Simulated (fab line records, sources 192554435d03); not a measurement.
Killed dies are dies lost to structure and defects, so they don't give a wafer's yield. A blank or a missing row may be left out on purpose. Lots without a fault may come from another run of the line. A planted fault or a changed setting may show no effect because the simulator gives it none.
Which tool did it? | flow n5_finfet | 24 lots, 72 wafers sampled, at 3 steps of a route of 1938

WHAT THE GAUGES READ, wafer by wafer
N5_BEOL_M8_RS_MEAS_57: measures by four-point-probe.
lot  | measured     | on            | M8_RS (ohm/sq)
L074 | day 9 04:48  | film_metro-02 | 0.309 0.303 0.289
L075 | day 10 08:58 | film_metro-01 | 0.287 0.290 0.287
L076 | day 10 18:05 | film_metro-01 | 0.296 0.292 0.295
L077 | day 10 19:02 | film_metro-01 | 0.279 0.287 0.282
L078 | day 11 03:32 | film_metro-02 | 0.284 0.302 0.292
L079 | day 11 15:26 | film_metro-01 | 0.275 0.280 0.284
L080 | day 11 15:40 | film_metro-01 | 0.279 0.276 0.281
L082 | day 11 22:31 | film_metro-02 | 0.288 0.287 0.282
L085 | day 12 03:50 | film_metro-02 | 0.287 0.282 0.278
L081 | day 12 04:17 | film_metro-02 | 0.270 0.288 0.272
L083 | day 12 14:01 | film_metro-02 | 0.294 0.288 0.279
L084 | day 12 18:04 | film_metro-02 | 0.279 0.282 0.272
L087 | day 12 23:20 | film_metro-02 | 0.273 0.286 0.280
L088 | day 12 23:36 | film_metro-01 | 0.269 0.282 0.277
L086 | day 12 23:52 | film_metro-01 | 0.290 0.275 0.283
L089 | day 13 14:46 | film_metro-02 | 0.278 0.277 0.267
L090 | day 14 04:59 | film_metro-01 | 0.288 0.296 0.292
L093 | day 14 09:27 | film_metro-01 | 0.284 0.281 0.279
L091 | day 14 09:45 | film_metro-01 | 0.288 0.280 0.283
L092 | day 14 20:03 | film_metro-01 | 0.281 0.294 0.295
L094 | day 15 00:33 | film_metro-02 | 0.272 0.289 0.287
L095 | day 16 02:52 | film_metro-02 | 0.285 0.282 0.290
L097 | day 16 04:52 | film_metro-02 | 0.278 0.279 0.280
L096 | day 16 05:19 | film_metro-02 | 0.276 0.280 0.280

N5_BEOL_M9_OVL_MEAS_29.
lot  | measured     | on         | V8_OVL (nm)
L074 | day 9 10:25  | overlay-01 | 0.7 0.2 0.2
L075 | day 10 15:09 | overlay-01 | 0.4 0.7 0.8
L076 | day 11 00:50 | overlay-01 | 0.5 0.6 0.0
L077 | day 11 01:03 | overlay-01 | -0.2 0.1 -0.2
L078 | day 11 05:52 | overlay-01 | 0.4 0.4 0.9
L079 | day 12 02:09 | overlay-02 | -0.3 -0.4 -0.5
L080 | day 12 01:56 | overlay-02 | -0.2 -0.2 0.6
L082 | day 12 02:20 | overlay-01 | 0.2 -0.1 -0.3
L085 | day 12 06:42 | overlay-02 | -0.9 -0.8 -0.3
L081 | day 12 09:57 | overlay-01 | 0.3 0.6 0.1
L083 | day 12 17:56 | overlay-01 | 0.3 1.1 1.1
L084 | day 12 21:04 | overlay-02 | -0.5 -0.5 -0.1
L087 | day 13 06:04 | overlay-02 | 0.4 -0.5 0.7
L088 | day 13 06:07 | overlay-02 | 1.0 0.1 -0.1
L086 | day 13 06:09 | overlay-02 | 0.4 0.7 1.0
L089 | day 13 18:33 | overlay-02 | -0.1 0.2 -0.1
L090 | day 14 10:32 | overlay-01 | 0.2 1.2 1.0
L093 | day 14 15:58 | overlay-01 | 0.0 -0.7 -1.0
L091 | day 14 15:48 | overlay-02 | -0.4 -0.4 -0.1
L092 | day 15 04:16 | overlay-02 | 0.0 1.1 0.3
L094 | day 15 06:55 | overlay-01 | 0.4 0.0 0.4
L095 | day 16 06:14 | overlay-01 | 1.6 0.8 0.9
L097 | day 16 13:01 | overlay-02 | -0.9 -0.3 -0.3
L096 | day 16 12:45 | overlay-01 | 0.5 0.0 0.2

WHICH TOOL RAN EACH LOT (tool, then ch and the chambers of the sampled wafers, then the start)
lot  | N5_BEOL_M9_DESCUM_16
L074 | rie_diel-04 ch 0,2, day 9 07:22
L075 | rie_diel-04 ch 0,2,3, day 10 12:55
L076 | rie_diel-04 ch 0,3, day 10 22:41
L077 | rie_diel-04 ch 0,2,3, day 10 22:56
L078 | rie_diel-04 ch 0,2, day 11 04:57
L079 | rie_diel-03 ch 0,1,3, day 11 20:59
L080 | rie_diel-03 ch 2,3, day 11 21:14
L082 | rie_diel-03 ch 0,1, day 12 00:32
L085 | rie_diel-03 ch 0,1, day 12 05:35
L081 | rie_diel-03 ch 0,1,2, day 12 07:20
L083 | rie_diel-02 ch 2,3, day 12 16:17
L084 | rie_diel-02 ch 0,1,3, day 12 19:51
L087 | rie_diel-03 ch 0,2, day 13 04:19
L088 | rie_diel-03 ch 1,2, day 13 04:34
L086 | rie_diel-04 ch 1,2,3, day 13 05:03
L089 | rie_diel-02 ch 1,2,3, day 13 16:44
L090 | rie_diel-03 ch 1,3, day 14 07:30
L093 | rie_diel-03 ch 0,1,3, day 14 12:22
L091 | rie_diel-04 ch 1,2,3, day 14 12:22
L092 | rie_diel-03 ch 0,1,2, day 15 00:12
L094 | rie_diel-04 ch 0,1, day 15 05:29
L095 | rie_diel-04 ch 0,2, day 16 04:48
L097 | rie_diel-04 ch 0,1, day 16 08:16
L096 | rie_diel-03 ch 0,1, day 16 08:17
- N5_BEOL_M9_DESCUM_16: chemistry O2, time 7.9 s.

WHAT THE TOOLS THEMSELVES READ (means of the sampled wafers that have a number; where no wafer has one, the mark that the record gives instead)
N5_BEOL_M9_DESCUM_16.
lot  | tool        | drypump_motor_current_A (A) | o2_flow_sccm (sccm) | oes_product_au (a.u.) | rf_vpp_V (V) | showerhead_plenum_p_Torr (Torr) | throttle_valve_pct (%)
L074 | rie_diel-04 | 5.7                         | 225.0               | 0.72                  | 242.3        | 2.03                            | 20.35
L075 | rie_diel-04 | 5.9                         | 224.4               | 0.76                  | 243.4        | 2.09                            | 20.47
L076 | rie_diel-04 | 5.8                         | 224.5               | 0.74                  | 242.3        | 2.05                            | 20.57
L077 | rie_diel-04 | 5.9                         | 225.8               | 0.75                  | 243.2        | 2.08                            | 20.48
L078 | rie_diel-04 | 5.6                         | 224.7               | 0.70                  | 241.7        | 1.99                            | 20.46
L079 | rie_diel-03 | 5.7                         | 225.4               | 0.76                  | 243.0        | 2.09                            | 20.26
L080 | rie_diel-03 | 5.7                         | 225.1               | 0.70                  | 243.4        | 2.10                            | 20.48
L082 | rie_diel-03 | 5.8                         | 224.8               | 0.78                  | 241.8        | 2.06                            | 20.17
L085 | rie_diel-03 | 5.8                         | 224.9               | 0.78                  | 243.3        | 2.06                            | 20.18
L081 | rie_diel-03 | 5.9                         | 225.5               | 0.77                  | 242.6        | 2.03                            | 20.28
L083 | rie_diel-02 | 5.2                         | 224.7               | 0.71                  | 241.7        | 2.02                            | 20.87
L084 | rie_diel-02 | 5.7                         | 225.1               | 0.85                  | 243.3        | 2.05                            | 20.37
L087 | rie_diel-03 | 6.0                         | 224.9               | 0.76                  | 242.5        | 2.00                            | 20.38
L088 | rie_diel-03 | 5.9                         | 225.3               | 0.74                  | 241.3        | 2.02                            | 20.41
L086 | rie_diel-04 | 5.8                         | 225.0               | 0.83                  | 243.5        | 2.14                            | 20.39
L089 | rie_diel-02 | 5.7                         | 225.2               | 0.78                  | 242.7        | 2.03                            | 20.54
L090 | rie_diel-03 | 5.6                         | 224.6               | 0.72                  | 243.2        | 2.10                            | 20.31
L093 | rie_diel-03 | 5.7                         | 224.6               | 0.74                  | 242.9        | 2.08                            | 20.29
L091 | rie_diel-04 | 5.8                         | 225.1               | 0.81                  | 244.5        | 2.14                            | 20.42
L092 | rie_diel-03 | 5.9                         | 225.1               | 0.76                  | 242.0        | 2.02                            | 20.30
L094 | rie_diel-04 | 5.3                         | 224.7               | 0.94                  | 244.6        | 2.17                            | 20.22
L095 | rie_diel-04 | 5.7                         | 225.2               | 0.78                  | 243.1        | 2.10                            | 20.28
L097 | rie_diel-04 | 5.4                         | 225.1               | 0.93                  | 244.0        | 2.19                            | 20.21
L096 | rie_diel-03 | 5.8                         | 224.9               | 0.78                  | 242.6        | 2.03                            | 20.21

THE ANSWER, worked out from the rows above alone
Rule: what is usual is taken from the lots themselves. Put in order of their means at a reading, lots are off if they are a third of the lots or fewer, leave a main group of 4 or more, and stand apart from it by a gap of 3 or more times the standard deviation of the main group's means; of several such gaps the widest counts. A main group whose means are all the same, to the digits that the tables above print for the reading, isn't used. A lot without any number at a reading at which 4 lots or more have one is off too. The other lots that the step has rows for count as sound. The gauges are gone through in route order, then the tools' own readings, and for those a lot's mean is taken as printed above. The first step at which some lot is off is used, and at that step the reading that is off furthest; a lot without a number counts as furthest.
No lot is off at any reading shown: from this, nothing can be told.

WHAT THE SIMULATOR HAD PUT IN
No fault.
